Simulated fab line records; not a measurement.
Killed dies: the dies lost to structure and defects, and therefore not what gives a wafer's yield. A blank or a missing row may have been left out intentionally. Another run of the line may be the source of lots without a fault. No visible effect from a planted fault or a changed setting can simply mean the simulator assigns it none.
A lot that was struck, set against a sound lot | flow n5-finfet | 43 out of 1938 route steps
Sound: wafers L734.2, L734.3, L734.5. Struck: wafers L745.3, L745.4. At the end, the cause is stated.
Per side, at each step with rows, come the tool, then ch with its chambers, and then its first start. Under that, the readings that differ: sound wafers | struck wafers | difference of the means | sigmas: that difference in standard deviations of wafers without a fault.
alike: readings whose means differ by less than 2 such deviations, and words and numbers that are the same on both sides. not compared: withheld readings, readings that some wafer has no value for, bounds like >300 that may hide the same value, and numbers for which the record gives no deviation and whose values overlap.
A row with sigmas, a row that says differs or no value, or rows on one side alone: a step with any of these is where the two part. When numbers do not overlap yet have no deviation, they are printed without sigmas and do not part them. A reading missing from all wafers of one side parts the sides only when that side holds two or more wafers.

first, 6 steps without rows for these wafers: N5_BEOL_M5_COAT_05 (resist thk 30 nm); N5_BEOL_M5_EBR_07; N5_BEOL_M5_SOFTBAKE_06 (time 60 s); N5_BEOL_M5_EXPOSE_08 (exposes mask M5, target cd 28 nm); N5_BEOL_M5_PEB_09 (peb time 60 s); N5_BEOL_M5_DEVELOP_10 (develop time 30 s).
N5_BEOL_M5_CD_MEAS_11: the cd target is 27.74 nm.
  sound on cd-sem-01 ch 0, day 8 07:25; struck on cd-sem-01 ch 0, day 11 10:25
  reading    | sound             | struck      | difference | sigmas
  cd-nm (nm) | 28.31 28.19 28.72 | 27.57 27.81 | -0.72      | -3
N5_BEOL_M5_OVL_MEAS_12:
  sound on overlay-01 ch 0, day 8 07:28; struck on overlay-02 ch 0, day 11 10:28
  alike: M5_OVL
N5_BEOL_M5_INSPECT_13: inspects for defects (brightfield).
  sound: defect-inspect-02 at day 8 07:31; struck: defect-inspect-02 at day 11 10:31
  alike: raw-defect-count
then, 2 steps without rows for these wafers: N5_BEOL_M5_DESCUM_16 (chemistry O2, time 7 s); N5_BEOL_M5_ETCH_72 (etches underlayer in N2/H2, target depth 6.5 nm, time 5.2 s).
N5_BEOL_M5_ETCH_61: etches SiARC in CF4, target depth 15.6 nm, time 26 s.
  sound on rie-diel-06 ch 0,2,3, day 8 07:36; struck on rie-diel-06 ch 1,2, day 11 10:53
  alike: drypump-motor-current-A, etch-rf-on-time-s, oes-product-au, rf-vpp-V, showerhead-plenum-p-Torr, throttle-valve-pct
  not compared: rf-hours-counter-h
N5_BEOL_M5_ETCH_62: etches SOC in N2/H2, target depth 75 nm, overetch 15 nm, time 112.5 s.
  sound on rie-diel-06 ch 0,2,3, day 8 07:38; struck on rie-diel-06 ch 1,2, day 11 10:55
  reading                                    | sound   | struck | difference | sigmas
  model.SiARC_of_BEOL_M5_COAT_60.thk-nm (nm) | 7 6.6 7 | 5 5    | -2         |
  alike: drypump-motor-current-A, oes-product-au, rf-vpp-V, showerhead-plenum-p-Torr, throttle-valve-pct
  not compared: rf-hours-counter-h, model.BEOL_M5.cd-nm
then, 2 steps without rows for these wafers: N5_BEOL_M5_STRIP_63 (strips in N2/H2); N5_BEOL_M5_STRIP_73 (strips in N2/H2).
N5_BEOL_M5_STRIP_64: strips in CF4.
  sound on rie-diel-06 ch 0,2,3, day 8 07:45; struck on rie-diel-06 ch 1,2, day 11 11:03
  reading      | sound             | struck      | difference | sigmas
  rf-vpp-V (V) | 269.6 270.5 269.9 | 271.3 274.3 | +2.8       | +2
  alike: bias-power-w, drypump-motor-current-A, oes-product-au, showerhead-plenum-p-Torr, throttle-valve-pct
  not compared: rf-hours-counter-h
N5_BEOL_M5_HM_OPEN_17: chemistry Cl2/BCl3, target TiN, target depth 20 nm, overetch 6 nm.
  sound on rie-metal-02 ch 0,1, day 8 07:47; struck on rie-metal-01 ch 0,1, day 11 11:08
  alike: drypump-motor-current-A, oes-product-au, throttle-valve-pct
  not compared: rf-hours-counter-h
then, 1 step without rows for these wafers: N5_BEOL_M5_STRIP_19 (strips in O2).
N5_BEOL_M5_CD_MEAS_18: pitch 56 nm, target cd 28 nm.
  sound: cd-sem-01 at day 8 07:59; struck: cd-sem-02 at day 11 11:17
  alike: cd-nm
then, 9 steps without rows for these wafers: N5_BEOL_M5_COAT_65 (time 60 s, resist thk 60 nm); N5_BEOL_M5_COAT_66 (time 60 s, resist thk 12 nm); N5_BEOL_M5_COAT_74 (time 60 s, resist thk 5 nm); N5_BEOL_M5_COAT_22 (resist thk 30 nm); N5_BEOL_M5_EBR_24; N5_BEOL_M5_SOFTBAKE_23 (time 60 s); N5_BEOL_M5_EXPOSE_25 (exposes mask V4, defocus 10 nm); N5_BEOL_M5_PEB_26 (peb time 60 s); N5_BEOL_M5_DEVELOP_27 (develop time 30 s).
N5_BEOL_M5_CD_MEAS_28: target cd 30.6 nm, target cd y 20 nm.
  sound on cd-sem-02 ch 0, day 8 09:00; struck on cd-sem-02 ch 0, day 11 19:36
  alike: cd-nm
N5_BEOL_M5_OVL_MEAS_29:
  sound on overlay-02 ch 0, day 8 09:02; struck on overlay-02 ch 0, day 11 19:38
  alike: V4_OVL
N5_BEOL_M5_INSPECT_30: inspects for defects (brightfield).
  sound: defect-inspect-02 at day 8 09:05; struck: defect-inspect-01 at day 11 19:41
  alike: raw-defect-count
N5_BEOL_M5_DESCUM_33: chemistry O2, time 7 s.
  sound on rie-diel-02 ch 0,2,3, day 8 09:07; struck on rie-diel-06 ch 0,2, day 11 19:43
  alike: bias-power-w, drypump-motor-current-A, oes-product-au, rf-vpp-V, showerhead-plenum-p-Torr, throttle-valve-pct
  not compared: rf-hours-counter-h
then, 1 step without rows for these wafers: N5_BEOL_M5_ETCH_75 (etches underlayer in N2/H2, target depth 6.5 nm, time 5.2 s).
N5_BEOL_M5_ETCH_67: etches SiARC in CF4, target depth 15.6 nm, time 26 s.
  sound on rie-diel-02 ch 0,2,3, day 8 09:10; struck on rie-diel-06 ch 0,2, day 11 19:46
  alike: drypump-motor-current-A, etch-rf-on-time-s, oes-product-au, rf-vpp-V, showerhead-plenum-p-Torr, throttle-valve-pct
  not compared: rf-hours-counter-h
then, 7 steps without rows for these wafers: N5_BEOL_M5_ETCH_68 (etches SOC in N2/H2, target depth 80 nm, overetch 16 nm, time 120 s); N5_BEOL_M5_STRIP_69 (strips in N2/H2); N5_BEOL_M5_STRIP_76 (strips in N2/H2); N5_BEOL_M5_VIA_ETCH_34 (etches SiCOH lowk in C4F6/O2, target depth 88.3 nm, time 39.2 s); N5_BEOL_M5_STRIP_85 (strips in C4F6/O2); N5_BEOL_M5_STRIP_36 (strips in N2/H2); N5_BEOL_M5_TRENCH_ETCH_37 (etches SiCOH lowk in C4F6/O2, target depth 71.652 nm, time 24.7 s).
N5_BEOL_M5_ETCH_41: etches SiCN in CH3F/O2, target depth 31.5 nm, time 56.7 s.
  sound on rie-diel-02 ch 0,2,3; struck on rie-diel-06 ch 0,2
  alike: drypump-motor-current-A, oes-product-au, rf-vpp-V, showerhead-plenum-p-Torr, throttle-valve-pct
  not compared: rf-hours-counter-h, model.BEOL_M5.cd-nm
next, for these wafers, 1 step has no rows: N5_PASSIVATION_PROBE_49.

## WHERE THEY PART
Last at N5_BEOL_M5_STRIP_64 as far as this record goes, first at N5_BEOL_M5_CD_MEAS_11. Later steps at which nothing parts them and some readings are alike: N5_BEOL_M5_HM_OPEN_17, N5_BEOL_M5_CD_MEAS_18, N5_BEOL_M5_CD_MEAS_28, N5_BEOL_M5_OVL_MEAS_29, N5_BEOL_M5_INSPECT_30, N5_BEOL_M5_DESCUM_33, N5_BEOL_M5_ETCH_67, N5_BEOL_M5_ETCH_41.

WHY: the cause the simulator had injected
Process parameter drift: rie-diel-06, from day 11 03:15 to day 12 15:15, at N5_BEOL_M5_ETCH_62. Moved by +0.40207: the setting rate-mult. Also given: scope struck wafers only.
